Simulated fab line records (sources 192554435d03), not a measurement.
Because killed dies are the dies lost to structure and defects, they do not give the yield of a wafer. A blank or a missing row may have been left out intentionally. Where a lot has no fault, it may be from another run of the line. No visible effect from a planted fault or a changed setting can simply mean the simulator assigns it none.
fab line records | flow n5Finfet | part 1 of 2: steps 1 to 21 of 29
[record] lots = 5 wafers = 15 lastDay = 16
route steps=1938 shown BEOL_M2@860
lots that met no fault: from a run of the same line without faults
startH: hours from the record's opening day to when the first of the lot's shown wafers began | waitH: hours from the lot's prior step to this one | " repeats the value in the row above | L1.1+2: several wafers, shown together as one row | - value missing, or start not given | * or withheld: withheld | < > ~ a bound
route shown NAME@n: a module of which the file shows steps, and the number in the route of the first | usual: the fault-free wafers' mean and standard deviation | same: alike in all rows | chamber/n: place in a boat | sites: each site's reading | _std_site: standard deviation across them | _edge_site: outer sites' mean less inner sites' | radiusMm: for every site, how far away it sits from the centre of the wafer | mask NAME#n: copy n | behind: the last tool/chamber to shape the wafer | hold: why the lot went on hold/how many hours it stayed there/how the hold came to an end | device: which transistor (n, p or np) failed to switch | end of line: tests of these same wafers at the route's end | for a step that has no rows: nothing shown but its recipe | killed: not the wafer's yield, but the dies lost to structure and defects at the first sort | map: per-die view of a wafer (x killed, . not killed, _ where there is no die)
set.NAME: setting as actually run; set.NAME@STEP: the setting as run at that earlier step | model.NAME: the simulator's own value behind a step, which no gauge read
lots at some steps of the route; a table a step, a row a wafer
services: a tool's chamber out of use, with start hour (startH, from the record's first day; less than 0 if before it), hours out, and reason
[[steps]]
[step N5_BEOL_M2_ETCH_64]
[recipe] chemistry = N2/H2 target = SOC targetDepthA = 750 overetchA = 225 maskMaterial = SiARC tempC = 40 timeS = 121.9 ionEnergyEv = 200 pressureMtorr = 30 sourceW = 840 biasW = 150 n2FlowSccm = 200 h2FlowSccm = 200
[usual] drypumpMotorCurrentA = 5.8/0.5 oesProductAu = 0.58/0.039 rfVppV = 524.9/1.8 showerheadPlenumPTorr = 2.58/0.062 tempC = 40.00/0.11 throttleValvePct = 17.90/0.21
// columns lot.wafer tool chamber startH waitH drypumpMotorCurrentA oesProductAu rfHoursCounterH rfVppV showerheadPlenumPTorr tempC throttleValvePct
L077.1 rieDiel-06 2 154.04 0.0 5.5 0.60 106 525.5 2.57 39.91 17.74
L077.3 " 0 " " 6.4 0.55 191 524.2 2.52 40.03 18.23
L077.4 " 1 " " 5.7 0.53 197 526.2 2.62 40.02 17.78
L079.2 rieDiel-06 3 169.25 0.0 5.7 0.63 87 525.5 2.56 40.04 17.89
L079.4 " 1 " " 5.7 0.53 201 526.3 2.62 39.99 17.81
L079.6 " 0 " " 6.4 0.53 - 523.4 2.52 39.98 18.24
L081.1 rieDiel-06 1 176.17 0.0 5.7 0.53 203 526.0 2.62 40.20 17.82
L081.3 " 0 " " 6.4 0.53 200 524.0 2.52 40.00 18.25
L081.4 " 3 " " 5.7 0.62 90 524.8 2.56 40.16 17.90
L082.4 rieDiel-06 2 185.46 0.0 5.5 0.59 118 525.3 2.56 40.18 17.76
L082.5 " 0 " " 6.4 0.54 - 524.0 2.51 40.02 18.26
L082.6 " 1 " " 5.7 0.53 - 525.5 2.62 40.05 17.80
L093.1 rieDiel-02 0 251.34 0.0 6.5 0.62 81 527.0 2.70 40.01 18.00
L093.3 " 2 " " 5.1 0.54 207 523.5 2.51 39.98 18.15
L093.6 " 0 " " 6.5 0.63 - 527.9 2.70 39.94 18.00
[step N5_BEOL_M2_STRIP_65]
[recipe] chemistry = N2/H2 tempC = 40 n2FlowSccm = 200 h2FlowSccm = 200 rfFrequencyHz = 6e+07
// columns lot.wafer tool chamber startH waitH
L077.1+3+4 rieDiel-06 2,0,1 154.15 0.1
L079.2+4+6 rieDiel-06 3,1,0 169.36 0.1
L081.1+3+4 rieDiel-06 1,0,3 176.28 0.1
L082.4+5+6 rieDiel-06 2,0,1 185.57 0.1
L093.1+3+6 rieDiel-02 0,2,0 251.46 0.1
[step N5_BEOL_M2_STRIP_75]
[recipe] chemistry = N2/H2 tempC = 40 n2FlowSccm = 200 h2FlowSccm = 200 rfFrequencyHz = 6e+07
// columns lot.wafer tool chamber startH waitH
L077.1+3+4 rieDiel-06 2,0,1 154.16 0.0
L079.2+4+6 rieDiel-06 3,1,0 169.37 0.0
L081.1+3+4 rieDiel-06 1,0,3 176.29 0.0
L082.4+5+6 rieDiel-06 2,0,1 185.58 0.0
L093.1+3+6 rieDiel-02 0,2,0 251.47 0.0
[step N5_BEOL_M2_STRIP_66]
[recipe] chemistry = CF4 resist = SiARC powerW = 300 biasPowerW = 75 pressureMtorr = 50 cf4FlowSccm = 150 rfFrequencyHz = 6e+07
[usual] biasPowerW = 75.01/0.25 drypumpMotorCurrentA = 5.7/0.5 oesProductAu = 0.76/0.05 rfVppV = 271.8/1.2 showerheadPlenumPTorr = 1.82/0.039 throttleValvePct = 13.66/0.2
// columns lot.wafer tool chamber startH waitH biasPowerW drypumpMotorCurrentA oesProductAu rfHoursCounterH rfVppV showerheadPlenumPTorr throttleValvePct
L077.1 rieDiel-06 2 154.17 0.0 74.48 5.5 0.77 106 271.0 1.81 13.49
L077.3 " 0 " " 74.97 6.4 0.71 191 271.5 1.79 13.91
L077.4 " 1 " " 75.24 5.7 0.70 197 272.6 1.86 13.78
L079.2 rieDiel-06 3 169.38 0.0 75.07 5.7 0.82 87 272.1 1.80 13.58
L079.4 " 1 " " 74.85 5.7 0.69 201 271.7 1.86 13.80
L079.6 " 0 " " 75.04 6.4 0.70 - 271.5 1.78 13.93
L081.1 rieDiel-06 1 176.30 0.0 74.73 5.7 0.69 203 271.1 1.86 13.80
L081.3 " 0 " " 75.01 6.4 0.70 200 271.4 1.78 13.94
L081.4 " 3 " " 75.02 5.7 0.82 90 270.1 1.80 13.60
L082.4 rieDiel-06 2 185.59 0.0 75.18 5.5 0.77 118 271.5 1.81 13.52
L082.5 " 0 " " 74.82 6.4 0.70 - 270.5 1.78 13.91
L082.6 " 1 " " 75.03 5.7 0.69 - 272.8 1.86 13.82
L093.1 rieDiel-02 0 251.48 0.0 75.15 6.5 0.81 81 273.2 1.88 13.58
L093.3 " 2 " " 75.01 5.1 0.70 207 271.6 1.78 14.05
L093.6 " 0 " " 75.14 6.5 0.81 - 273.2 1.88 13.58
[step N5_BEOL_M2_HM_OPEN_17]
[recipe] chemistry = Cl2/BCl3 targetDepthA = 200 overetchA = 60 target = TiN maskMaterial = SOC ionEnergyEv = 150 pressureMtorr = 10 icpW = 1000 biasW = 126 Cl2_flow_sccm = 53.25 bcl3FlowSccm = 21.75 Ar_flow_sccm = 25
[usual] drypumpMotorCurrentA = 5.9/0.4 oesProductAu = 0.69/0.036 throttleValvePct = 22.10/0.14
// columns lot.wafer tool chamber startH waitH drypumpMotorCurrentA oesProductAu rfHoursCounterH throttleValvePct
L077.1 rieMetal-03 1 154.21 0.0 6.2 0.79 2 22.48
L077.3 " 1 " " 6.2 0.80 - 22.49
L077.4 " 0 " " 6.5 0.71 - 22.06
L079.2 rieMetal-02 0 169.43 0.0 6.3 0.65 39 21.90
L079.4 " 0 " " 6.3 0.66 - 21.91
L079.6 " 0 " " 6.4 0.65 - 21.92
L081.1 rieMetal-01 1 176.35 0.0 5.8 0.67 33 22.13
L081.3 " 1 " " 5.8 0.67 - 22.14
L081.4 " 0 " " 5.8 0.68 - 22.05
L082.4 rieMetal-01 1 185.66 0.1 5.8 0.67 - 22.12
L082.5 " 1 " " 5.8 0.67 - 22.13
L082.6 " 0 " " 5.8 0.69 - 22.05
L093.1 rieMetal-01 1 251.52 0.0 5.8 0.65 40 22.14
L093.3 " 0 " " 5.8 0.66 - 22.10
L093.6 " 0 " " 5.8 0.66 - 22.10
[step N5_BEOL_M2_STRIP_19]
[recipe] chemistry = O2 powerW = 400 tempC = 40 pressureMtorr = 30 rfFrequencyHz = 6e+07 biasPowerW = 0 overashFraction = 0.2 o2FlowSccm = 225
[usual] drypumpMotorCurrentA = 5.8/0.48 oesProductAu = 0.76/0.056 rfVppV = 3.7/0.48 showerheadPlenumPTorr = 2.13/0.05 tempC = 40.00/0.12 throttleValvePct = 16.78/0.22
[same] biasPowerW = 0
// columns lot.wafer tool chamber startH waitH drypumpMotorCurrentA oesProductAu rfHoursCounterH rfVppV showerheadPlenumPTorr tempC throttleValvePct
L077.1 rieDiel-02 1 154.41 0.2 6.2 0.70 219 4.5 2.06 39.90 16.46
L077.3 " 2 " " 5.1 0.72 185 3.7 2.10 39.86 17.16
L077.4 " 3 " " 5.9 0.76 115 3.7 2.11 40.15 16.97
L079.2 rieDiel-06 2 169.87 0.4 5.5 0.78 113 3.1 2.10 39.88 16.51
L079.4 " 3 " " 5.7 0.84 88 4.0 2.13 40.03 16.80
L079.6 " 2 " " 5.5 0.78 - 3.3 2.10 39.88 16.52
L081.1 rieDiel-06 3 176.46 0.1 5.7 0.83 90 4.1 2.13 39.99 16.81
L081.3 " 1 " " 5.7 0.69 203 3.1 2.18 39.79 16.86
L081.4 " 2 " " 5.5 0.79 116 4.6 2.10 40.10 16.52
L082.4 rieDiel-05 0 185.74 0.1 5.5 0.79 122 4.1 2.11 40.08 16.94
L082.5 " 3 " " 5.5 0.81 - 3.5 2.23 40.04 16.58
L082.6 " 0 " " 5.5 0.79 - 3.2 2.11 40.10 16.94
L093.1 rieDiel-05 1 251.63 0.1 6.2 0.80 113 3.9 2.12 40.11 16.83
L093.3 " 2 " " 4.9 0.72 212 4.4 2.17 40.10 16.50
L093.6 " 1 " " 6.2 0.81 - 3.7 2.12 39.78 16.84
[step N5_BEOL_M2_CD_MEAS_18]
[recipe] pitchNm = 36 targetCdNm = 18
[usual] cdNm = 18.11/0.3
// columns lot.wafer tool chamber startH waitH cdNm
L077.1 cdSem-03 - 154.48 0.0 18.48
L077.3 " - " " 17.68
L077.4 " - " " 18.07
L079.2 cdSem-02 - 169.94 0.1 17.83
L079.4 " - " " 17.77
L079.6 " - " " 18.38
L081.1 cdSem-03 - 176.53 0.0 17.98
L081.3 " - " " 17.84
L081.4 " - " " 18.11
L082.4 cdSem-03 - 185.81 0.1 18.24
L082.5 " - " " 17.87
L082.6 " - " " 18.30
L093.1 cdSem-02 - 251.70 0.0 18.38
L093.3 " - " " 18.42
L093.6 " - " " 18.16
[step N5_BEOL_M2_COAT_67]
[recipe] resist = SOC tempC = 250 timeS = 60 spinRpm = 1500 resistThkNm = 60
// columns lot.wafer tool chamber startH waitH
L077.1+3+4 lithoTrack-05 0 154.52 0.0
L079.2+4+6 lithoTrack-05 0 169.97 0.0
L081.1+3+4 lithoTrack-04 0 176.57 0.0
L082.4+5+6 lithoTrack-05 0 185.85 0.0
L093.1+3+6 lithoTrack-05 0 251.73 0.0
[step N5_BEOL_M2_COAT_68]
[recipe] resist = SiARC tempC = 220 timeS = 60 spinRpm = 1500 resistThkNm = 12
// columns lot.wafer tool chamber startH waitH
L077.1+3+4 lithoTrack-05 0 - -
L079.2+4+6 lithoTrack-05 0 - -
L081.1+3+4 lithoTrack-04 0 - -
L082.4+5+6 lithoTrack-05 0 - -
L093.1+3+6 lithoTrack-05 0 - -
[step N5_BEOL_M2_COAT_76]
[recipe] resist = underlayer tempC = 205 timeS = 60 spinRpm = 1500 resistThkNm = 5
// columns lot.wafer tool chamber startH waitH
L077.1+3+4 lithoTrack-05 0 - -
L079.2+4+6 lithoTrack-05 0 - -
L081.1+3+4 lithoTrack-04 0 - -
L082.4+5+6 lithoTrack-05 0 - -
L093.1+3+6 lithoTrack-05 0 - -
[step N5_BEOL_M2_COAT_22]
[recipe] resist = CAR-EUV spinRpm = 1500 resistThkNm = 30
// columns lot.wafer tool chamber startH waitH
L077.1+3+4 lithoTrack-05 0 - -
L079.2+4+6 lithoTrack-05 0 - -
L081.1+3+4 lithoTrack-04 0 - -
L082.4+5+6 lithoTrack-05 0 - -
L093.1+3+6 lithoTrack-05 0 - -
[step N5_BEOL_M2_EBR_24]
[recipe] solvent = PGMEA ebrWidthMm = 1.5
// columns lot.wafer tool chamber startH waitH
L077.1+3+4 lithoTrack-05 0 - -
L079.2+4+6 lithoTrack-05 0 - -
L081.1+3+4 lithoTrack-04 0 - -
L082.4+5+6 lithoTrack-05 0 - -
L093.1+3+6 lithoTrack-05 0 - -
[step N5_BEOL_M2_SOFTBAKE_23]
[recipe] tempC = 110 timeS = 60 resist = CAR-EUV
// columns lot.wafer tool chamber startH waitH
L077.1+3+4 lithoTrack-05 0 - -
L079.2+4+6 lithoTrack-05 0 - -
L081.1+3+4 lithoTrack-04 0 - -
L082.4+5+6 lithoTrack-05 0 - -
L093.1+3+6 lithoTrack-05 0 - -
[step N5_BEOL_M2_EXPOSE_25]
[recipe] maskId = V1 na = 0.33 sourceShape = quasar sigmaInner = 0.2 sigmaOuter = 0.8 polarization = unpolarized defocusNm = 5 doseMj = 63
[usual] reticleTempC = 23.00/0.11
// columns lot.wafer tool chamber startH waitH mask reticleTempC
L077.1 euvScanner-02 0 154.78 - V1#0 23.00
L077.3 " 0 " " V1#0 23.08
L077.4 " 0 " " V1#0 23.00
L079.2 euvScanner-02 0 170.25 - V1#0 23.13
L079.4 " 0 " " V1#0 23.00
L079.6 " 0 " " V1#0 23.14
L081.1 euvScanner-02 0 176.83 - V1#0 23.11
L081.3 " 0 " " V1#0 23.08
L081.4 " 0 " " V1#0 23.02
L082.4 euvScanner-01 0 186.14 - V1#0 22.76
L082.5 " 0 " " V1#0 22.80
L082.6 " 0 " " V1#0 22.83
L093.1 euvScanner-02 0 252.00 - V1#0 22.96
L093.3 " 0 " " V1#0 23.05
L093.6 " 0 " " V1#0 22.79
[step N5_BEOL_M2_PEB_26]
[recipe] pebTempC = 100 pebTimeS = 60 resist = CAR-EUV
// columns lot.wafer tool chamber startH waitH
L077.1+3+4 lithoTrack-05 0 154.86 0.1
L079.2+4+6 lithoTrack-05 0 170.32 0.1
L081.1+3+4 lithoTrack-05 0 176.91 0.1
L082.4+5+6 lithoTrack-01 0 186.19 0.0
L093.1+3+6 lithoTrack-05 0 252.07 0.1
[step N5_BEOL_M2_DEVELOP_27]
[recipe] developTimeS = 30 developer = TMAH resist = CAR-EUV rinseLiquid = surfactantRinse dry = airSpin devTempC = 23
[usual] developerTempC = 23.00/0.1
// columns lot.wafer tool chamber startH waitH developerTempC
L077.1 lithoTrack-05 0 - - 22.98
L077.3 " 0 " " 23.01
L077.4 " 0 " " 23.06
L079.2 lithoTrack-05 0 - - 23.03
L079.4 " 0 " " 23.00
L079.6 " 0 " " 23.02
L081.1 lithoTrack-05 0 - - 22.87
L081.3 " 0 " " 23.01
L081.4 " 0 " " 22.77
L082.4 lithoTrack-01 0 - - 22.90
L082.5 " 0 " " 23.04
L082.6 " 0 " " 22.97
L093.1 lithoTrack-05 0 - - 23.05
L093.3 " 0 " " 23.09
L093.6 " 0 " " 23.21
[step N5_BEOL_M2_CD_MEAS_28]
[recipe] targetCdNm = 26.2 landingEnergyEv = 500 detector = seInlens targetCdYNm = 24.1 polarity = opening
[usual] cdNm = 26.15/0.22
// columns lot.wafer tool chamber startH waitH cdNm
L077.1 cdSem-01 0 154.92 - 26.42
L077.3 " 0 " " 26.28
L077.4 " 0 " " 26.36
L079.2 cdSem-02 0 170.38 - 26.45
L079.4 " 0 " " 26.31
L079.6 " 0 " " 26.48
L081.1 cdSem-02 0 176.97 - 25.97
L081.3 " 0 " " 26.34
L081.4 " 0 " " 26.31
L082.4 cdSem-02 0 186.26 - 26.26
L082.5 " 0 " " 26.16
L082.6 " 0 " " 26.20
L093.1 cdSem-01 0 252.14 - 26.32
L093.3 " 0 " " 25.97
L093.6 " 0 " " 26.19
[step N5_BEOL_M2_OVL_MEAS_29]
[recipe] pointsPerWafer = 522
[usual] V1_OVL = -0.4/0.67
[same] pointsPerWafer = 522
// columns lot.wafer tool chamber startH waitH V1_OVL[nm]
L077.1 overlay-02 0 154.95 0.0 -0.4
L077.3 " 0 " " 0.2
L077.4 " 0 " " 1.0
L079.2 overlay-01 0 170.42 0.0 -0.4
L079.4 " 0 " " 0.0
L079.6 " 0 " " -0.3
L081.1 overlay-01 0 177.00 0.0 -0.1
L081.3 " 0 " " -0.3
L081.4 " 0 " " -1.4
L082.4 overlay-01 0 186.30 0.0 -0.4
L082.5 " 0 " " -0.5
L082.6 " 0 " " -0.3
L093.1 overlay-01 0 252.17 0.0 0.7
L093.3 " 0 " " 0.3
L093.6 " 0 " " -0.9
[step N5_BEOL_M2_INSPECT_30]
[recipe] mode = adi inspectInstrument = brightfield
[usual] rawDefectCount = 439/98
// columns lot.wafer tool chamber startH waitH rawDefectCount
L077.1 defectInspect-01 - 155.01 0.1 456
L077.3 " - " " 593
L077.4 " - " " 391
L079.2 defectInspect-01 - 170.47 0.0 472
L079.4 " - " " 603
L079.6 " - " " 446
L081.1 defectInspect-02 - 177.06 0.1 357
L081.3 " - " " 341
L081.4 " - " " 514
L082.4 defectInspect-02 - 186.35 0.0 457
L082.5 " - " " 474
L082.6 " - " " 412
L093.1 defectInspect-02 - 252.23 0.1 289
L093.3 " - " " 457
L093.6 " - " " 294
[step N5_BEOL_M2_DESCUM_33]
[recipe] chemistry = O2 timeS = 7 sourcePowerW = 50 biasPowerW = 20 pressureMtorr = 20 rfFrequencyHz = 2.712e+07 tempC = 40 resist = CAR-EUV o2FlowSccm = 225
[usual] biasPowerW = 19.99/0.061 drypumpMotorCurrentA = 5.7/0.5 oesProductAu = 0.77/0.055 rfVppV = 243.7/1.1 showerheadPlenumPTorr = 2.13/0.05 tempC = 40.01/0.12 throttleValvePct = 20.52/0.25
// columns lot.wafer tool chamber startH waitH biasPowerW drypumpMotorCurrentA oesProductAu rfHoursCounterH rfVppV showerheadPlenumPTorr tempC throttleValvePct
L077.1 rieDiel-05 1 155.47 0.5 19.89 6.2 0.85 73 243.7 2.13 40.01 20.60
L077.3 " 0 " " 20.00 5.5 0.79 108 244.4 2.11 40.03 20.69
L077.4 " 3 " " 20.00 5.5 0.83 80 245.5 2.23 39.92 20.37
L079.2 rieDiel-05 2 171.28 0.8 19.97 4.9 0.73 182 245.4 2.17 39.85 20.15
L079.4 " 0 " " 20.00 5.5 0.78 117 244.0 2.11 39.88 20.72
L079.6 " 1 " " 19.99 6.2 0.84 - 242.9 2.12 40.10 20.61
L081.1 rieDiel-06 1 177.10 0.0 19.87 5.7 0.68 203 243.3 2.17 40.08 20.64
L081.3 " 0 " " 20.00 6.4 0.70 200 241.1 2.08 40.07 20.87
L081.4 " 3 " " 19.99 5.7 0.82 90 243.1 2.12 39.98 20.62
L082.4 rieDiel-02 2 186.38 0.0 20.02 5.1 0.72 191 241.1 2.09 40.20 20.97
L082.5 " 0 " " 19.92 6.5 0.87 - 243.9 2.20 40.02 20.33
L082.6 " 1 " " 19.94 6.3 0.70 - 243.5 2.05 40.13 20.19
L093.1 rieDiel-06 3 252.58 0.3 19.94 5.7 0.80 113 242.1 2.11 40.31 20.65
L093.3 " 1 " " 20.03 5.7 0.67 231 244.9 2.16 40.03 20.66
L093.6 " 3 " " 20.01 5.7 0.79 - 245.3 2.11 40.08 20.64
[step N5_BEOL_M2_ETCH_77]
[recipe] chemistry = N2/H2 target = underlayer targetDepthA = 65 maskMaterial = CAR-EUV timeS = 5.2 ionEnergyEv = 200 pressureMtorr = 30 sourceW = 840 biasW = 150 n2FlowSccm = 200 h2FlowSccm = 200 ends = cleared
[usual] drypumpMotorCurrentA = 5.7/0.5 etchRfOnTimeS = 5.19/0.11 oesProductAu = 0.65/0.047 rfVppV = 525.1/2.1 showerheadPlenumPTorr = 2.58/0.059 throttleValvePct = 17.91/0.2
// columns lot.wafer tool chamber startH waitH drypumpMotorCurrentA etchRfOnTimeS oesProductAu rfHoursCounterH rfVppV showerheadPlenumPTorr throttleValvePct
L077.1 rieDiel-05 1 155.51 0.0 6.2 5.05 0.73 73 525.9 2.57 17.95
L077.3 " 0 " " 5.5 4.97 0.69 108 523.4 2.55 17.90
L077.4 " 3 " " 5.5 5.19 0.71 80 525.5 2.67 17.63
L079.2 rieDiel-05 2 171.31 0.0 4.9 5.25 0.62 182 527.3 2.64 17.68
L079.4 " 0 " " 5.5 4.96 0.69 117 525.8 2.54 17.92
L079.6 " 1 " " 6.2 5.09 0.72 - 526.0 2.57 18.02
L081.1 rieDiel-06 1 177.13 0.0 5.7 5.13 0.59 203 527.2 2.62 17.85
L081.3 " 0 " " 6.4 5.22 0.59 200 521.3 2.51 18.31
L081.4 " 3 " " 5.7 5.09 0.70 90 522.6 2.56 17.94
L082.4 rieDiel-02 2 186.41 0.0 5.1 5.31 0.61 191 522.9 2.52 18.16
L082.5 " 0 " " 6.5 5.15 0.74 - 528.2 2.71 18.01
L082.6 " 1 " " 6.3 5.19 0.61 - 521.8 2.52 17.77
L093.1 rieDiel-06 3 252.61 0.0 5.7 5.10 0.69 113 524.3 2.55 18.01
L093.3 " 1 " " 5.7 5.15 0.58 231 525.3 2.61 17.91
L093.6 " 3 " " 5.7 5.09 0.69 - 523.9 2.55 18.02
